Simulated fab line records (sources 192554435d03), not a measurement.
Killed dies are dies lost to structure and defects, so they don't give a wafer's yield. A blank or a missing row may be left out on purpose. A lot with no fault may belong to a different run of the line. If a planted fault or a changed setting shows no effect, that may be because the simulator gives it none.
Problem report in the 8D (eight disciplines) form, filled by code | flow n5-finfet | the parts of the form that need people (team, actions taken, sign-off) are left out

== 1. PROBLEM STATEMENT ==
Mean of plate-temp-C at N5_BEOL_M1_COAT_67: 244.98 C across 6 wafers in 2 lots; on wafers with no fault it is 249.99 C (standard deviation 0.18). That puts it -28 standard deviations away from the usual mean.
The step: time 60 s, resist thk 60 nm.
The first sign was on wafer L629.1 at day 7 23:55, on litho-track-03. The record holds 32 wafers of 11 lots with a number at this step. Rule for "out", or "out of limits": more than 4 standard deviations from the usual mean. All remaining wafers that have a number are taken as sound.

== 2. WHAT IT IS AND WHAT IT IS NOT ==
question                    | is                                 | is not
which readings at this step | plate-temp-C, heater-power-total-W | -
which lots                  | L629, L631                         | L622, L624, L628, L634, L635, L637, L642, L643, L644
which wafers of those lots  | all that have a number             | -
read on which tools         | litho-track-03                     | litho-track-02, litho-track-04
when                        | from day 7 23:55                   | up to then (9 sound wafers); but 17 sound wafers of L634, L635, L637, L642, L643, L644 came after

== 3. THE SUSPECTS, EACH WITH WHAT RULES IT OUT ==
Counting: a tool at a process step up to the reading stays a suspect if it ran every lot that is out and no sound lot after the first of them.
- litho-track-03 at N5_BEOL_M1_COAT_67 (time 60 s, resist thk 60 nm): ruled out as a lasting fault. The sound lots L644 went through it after L629, its earliest lot that is out (day 7 23:55).
Left after counting: nothing in the record.

== 4. THE CAUSE (what the simulator had put in) ==
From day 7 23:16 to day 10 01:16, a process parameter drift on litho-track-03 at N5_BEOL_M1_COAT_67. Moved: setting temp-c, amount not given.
Counting ruled it out, wrongly.

== 5. THE CHAIN OF EFFECTS, in route order ==
Each row: a reading whose mean over the struck wafers that have a number lies more than 3 standard deviations from the usual. Readings are gone through only where the record gives a usual standard deviation; hours: the median, over the lots, of the time from a lot's start at the first step in this table giving one to that lot's start at this step; sigmas: the change measured in usual standard deviations.
hours | step               | reading              | usual    | on struck wafers | change | sigmas
0     | N5_BEOL_M1_COAT_67 | heater-power-total-W | 500.4 W  | 487.6            | -12.8  | -7.1
0     | N5_BEOL_M1_COAT_67 | plate-temp-C         | 249.99 C | 244.98           | -5.01  | -28
Its process steps:
- N5_BEOL_M1_COAT_67: time 60 s, resist thk 60 nm.
Later measuring or inspecting steps at which every struck wafer that the step has a row for has a number for every such reading, and none has moved that far: N5_BEOL_M1_OVL_MEAS_29, N5_BEOL_M1_INSPECT_30, N5_BEOL_M4_RC_MEAS_101.

== 6. HOW IT WOULD HAVE BEEN CAUGHT EARLIER ==
In this record the first reading out of limits was taken at day 7 23:55, 1 hour after the fault began at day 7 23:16.
